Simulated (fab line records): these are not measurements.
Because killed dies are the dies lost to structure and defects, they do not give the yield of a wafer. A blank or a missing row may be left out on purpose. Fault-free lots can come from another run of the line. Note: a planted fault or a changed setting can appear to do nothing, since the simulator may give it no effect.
Which of the tools did it? || flow n5 finfet || 63 wafers from 21 lots sampled at 2 of the route's 1938 steps

## WHAT EACH GAUGE READ, for each wafer
N5_BEOL_M2_CD_MEAS_18: pitch 36 nm, target cd 18 nm.
{"lot": "L075", "measured": "day 6 23:39", "on": "cd sem-03", "cd nm (nm)": "17.42 17.64 17.64"}
{"lot": "L076", "measured": "day 7 00:40", "on": "cd sem-02", "cd nm (nm)": "17.90 17.66 17.98"}
{"lot": "L078", "measured": "day 7 14:06", "on": "cd sem-02", "cd nm (nm)": "18.09 17.92 18.13"}
{"lot": "L077", "measured": "day 7 14:32", "on": "cd sem-03", "cd nm (nm)": "17.83 17.73 17.83"}
{"lot": "L079", "measured": "day 8 01:34", "on": "cd sem-02", "cd nm (nm)": "18.39 18.18 18.13"}
{"lot": "L080", "measured": "day 8 03:31", "on": "cd sem-03", "cd nm (nm)": "18.23 17.98 18.30"}
{"lot": "L081", "measured": "day 8 04:52", "on": "cd sem-01", "cd nm (nm)": "17.88 18.21 18.21"}
{"lot": "L082", "measured": "day 8 16:48", "on": "cd sem-03", "cd nm (nm)": "18.53 17.83 18.49"}
{"lot": "L084", "measured": "day 9 03:16", "on": "cd sem-01", "cd nm (nm)": "17.97 17.94 17.73"}
{"lot": "L085", "measured": "day 9 15:50", "on": "cd sem-02", "cd nm (nm)": "17.97 17.71 17.70"}
{"lot": "L086", "measured": "day 9 16:35", "on": "cd sem-03", "cd nm (nm)": "17.99 17.93 18.23"}
{"lot": "L087", "measured": "day 9 22:10", "on": "cd sem-01", "cd nm (nm)": "18.38 18.15 17.85"}
{"lot": "L088", "measured": "day 9 22:47", "on": "cd sem-02", "cd nm (nm)": "18.29 17.94 18.26"}
{"lot": "L089", "measured": "day 10 11:17", "on": "cd sem-03", "cd nm (nm)": "18.03 17.59 17.88"}
{"lot": "L091", "measured": "day 10 15:14", "on": "cd sem-01", "cd nm (nm)": "18.18 18.10 18.07"}
{"lot": "L090", "measured": "day 10 18:43", "on": "cd sem-01", "cd nm (nm)": "18.17 18.36 17.91"}
{"lot": "L092", "measured": "day 11 08:43", "on": "cd sem-01", "cd nm (nm)": "17.93 17.83 18.13"}
{"lot": "L094", "measured": "day 11 13:45", "on": "cd sem-01", "cd nm (nm)": "17.81 18.37 18.51"}
{"lot": "L095", "measured": "day 11 22:26", "on": "cd sem-03", "cd nm (nm)": "18.24 17.99 17.65"}
{"lot": "L096", "measured": "day 12 03:48", "on": "cd sem-03", "cd nm (nm)": "17.50 18.09 17.49"}
{"lot": "L097", "measured": "day 12 07:19", "on": "cd sem-01", "cd nm (nm)": "18.08 17.76 17.71"}

N5_BEOL_M2_CD_MEAS_28: target cd 26.2 nm, target cd y 24.1 nm.
{"lot": "L075", "measured": "day 7 00:05", "on": "cd sem-02", "cd nm (nm)": "25.95 26.30 26.05"}
{"lot": "L076", "measured": "day 7 01:07", "on": "cd sem-02", "cd nm (nm)": "25.80 25.96 26.49"}
{"lot": "L078", "measured": "day 7 14:32", "on": "cd sem-02", "cd nm (nm)": "26.08 26.20 25.72"}
{"lot": "L077", "measured": "day 7 14:58", "on": "cd sem-01", "cd nm (nm)": "26.36 26.68 26.26"}
{"lot": "L079", "measured": "day 8 01:53", "on": "cd sem-02", "cd nm (nm)": "26.21 26.19 26.45"}
{"lot": "L080", "measured": "day 8 03:58", "on": "cd sem-01", "cd nm (nm)": "26.08 26.31 26.19"}
{"lot": "L081", "measured": "day 8 05:11", "on": "cd sem-01", "cd nm (nm)": "26.29 25.88 26.13"}
{"lot": "L082", "measured": "day 8 17:14", "on": "cd sem-03", "cd nm (nm)": "26.14 26.24 26.34"}
{"lot": "L084", "measured": "day 9 03:42", "on": "cd sem-03", "cd nm (nm)": "26.10 26.76 25.98"}
{"lot": "L085", "measured": "day 9 16:12", "on": "cd sem-02", "cd nm (nm)": "26.50 26.54 26.57"}
{"lot": "L086", "measured": "day 9 16:55", "on": "cd sem-03", "cd nm (nm)": "26.06 26.25 26.02"}
{"lot": "L087", "measured": "day 9 22:36", "on": "cd sem-03", "cd nm (nm)": "26.33 26.12 26.15"}
{"lot": "L088", "measured": "day 9 23:14", "on": "cd sem-01", "cd nm (nm)": "26.10 26.53 26.26"}
{"lot": "L089", "measured": "day 10 11:37", "on": "cd sem-01", "cd nm (nm)": "25.78 26.35 25.85"}
{"lot": "L091", "measured": "day 10 15:32", "on": "cd sem-03", "cd nm (nm)": "25.93 26.11 25.92"}
{"lot": "L090", "measured": "day 10 19:02", "on": "cd sem-01", "cd nm (nm)": "26.16 26.00 26.11"}
{"lot": "L092", "measured": "day 11 09:02", "on": "cd sem-02", "cd nm (nm)": "25.99 26.25 26.27"}
{"lot": "L094", "measured": "day 11 14:04", "on": "cd sem-03", "cd nm (nm)": "25.89 26.29 26.11"}
{"lot": "L095", "measured": "day 11 22:53", "on": "cd sem-02", "cd nm (nm)": "26.18 26.43 26.31"}
{"lot": "L096", "measured": "day 12 04:07", "on": "cd sem-03", "cd nm (nm)": "26.54 26.06 26.65"}
{"lot": "L097", "measured": "day 12 07:38", "on": "cd sem-01", "cd nm (nm)": "25.89 26.21 25.85"}

## WHAT TOOL EACH LOT RAN ON (gives the tool, then ch and the chambers of the sampled wafers, and finally the start)
There is no process step in the record ahead of these readings.

## AS READ BY THE TOOLS THEMSELVES (means over the sampled wafers that have a number; for cases with no such wafer, the mark the record gives instead)
The record holds no such reading with a usual standard deviation.

## THE ANSWER, worked out from the rows above alone
Rule: the lots themselves supply what counts as usual. The widest of any qualifying gaps counts: lots, ordered by their means at a reading, are off when they make up no more than a third of the lots, leave a main group of 4 or more, and stand apart from it by 3 or more times the standard deviation of that group's means. Not used: any main group whose means are identical at the precision the tables above print for the reading. A lot without any number at a reading at which 4 lots or more have one is off too. Any other lot the step has rows for is counted as sound. After the gauges, taken in route order, come the tools' own readings; for these a lot's mean is taken, as printed above. The first step at which some lot is off is used, and at that step the reading that is off furthest; a lot without a number counts as furthest.
Nothing can be told from this: no lot is off at any reading shown.

## WHAT WAS PUT IN BY THE SIMULATOR
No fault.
